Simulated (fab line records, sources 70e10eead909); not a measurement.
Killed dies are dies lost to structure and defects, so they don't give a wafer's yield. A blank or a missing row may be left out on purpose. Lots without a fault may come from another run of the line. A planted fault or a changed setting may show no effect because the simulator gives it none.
Which tool did it? | flow nand_harc | 7 lots, 21 wafers sampled, at 2 steps of a route of 1302

WHAT THE GAUGES READ, wafer by wafer
NHARC_P_CONTACT_CD_MEAS_12: target cd 90 nm.
lot  | measured     | on        | cd_nm (nm)
L773 | day 6 18:44  | cd_sem-01 | 91.2 91.4 89.9
L775 | day 7 15:20  | cd_sem-03 | 89.0 89.6 90.7
L778 | day 8 22:50  | cd_sem-03 | 91.2 90.3 89.5
L780 | day 9 20:00  | cd_sem-01 | 127.2 127.8 127.2
L788 | day 12 23:02 | cd_sem-02 | 90.4 90.3 90.2
L790 | day 13 21:22 | cd_sem-03 | 89.6 90.2 89.8
L792 | day 14 14:47 | cd_sem-01 | 89.0 89.5 88.8

WHICH TOOL RAN EACH LOT (tool, then ch and the chambers of the sampled wafers, then the start)
lot  | NHARC_P_CONTACT_PEB_10
L773 | litho_track-01 ch 0, day 6 18:39
L775 | litho_track-06 ch 0, day 7 15:16
L778 | litho_track-06 ch 0, day 8 22:46
L780 | litho_track-06 ch 0, day 9 19:55
L788 | litho_track-04 ch 0, day 12 22:57
L790 | litho_track-06 ch 0, day 13 21:17
L792 | litho_track-06 ch 0, day 14 14:42
- NHARC_P_CONTACT_PEB_10: peb time 65 s.

THE ANSWER, worked out from the rows above alone
Rule: what is usual is taken from the lots themselves. Put in order of their means at a reading, lots are off if they are a third of the lots or fewer, leave a main group of 4 or more, and stand apart from it by a gap of 3 or more times the standard deviation of the main group's means; of several such gaps the widest counts. A main group whose means are all the same, to the digits that the tables above print for the reading, isn't used. A lot without any number at a reading at which 4 lots or more have one is off too. The other lots that the step has rows for count as sound.
Off: L780, at NHARC_P_CONTACT_CD_MEAS_12 (cd_nm). The main group: mean 90.0 nm, standard deviation 0.54.
A tool fits if, at a process step before that reading, it ran every lot that is off, and no sound lot after the first of them. The gauges at NHARC_P_CONTACT_CD_MEAS_12 are tried like those tools. None of those tried fits.

WHAT THE SIMULATOR HAD PUT IN
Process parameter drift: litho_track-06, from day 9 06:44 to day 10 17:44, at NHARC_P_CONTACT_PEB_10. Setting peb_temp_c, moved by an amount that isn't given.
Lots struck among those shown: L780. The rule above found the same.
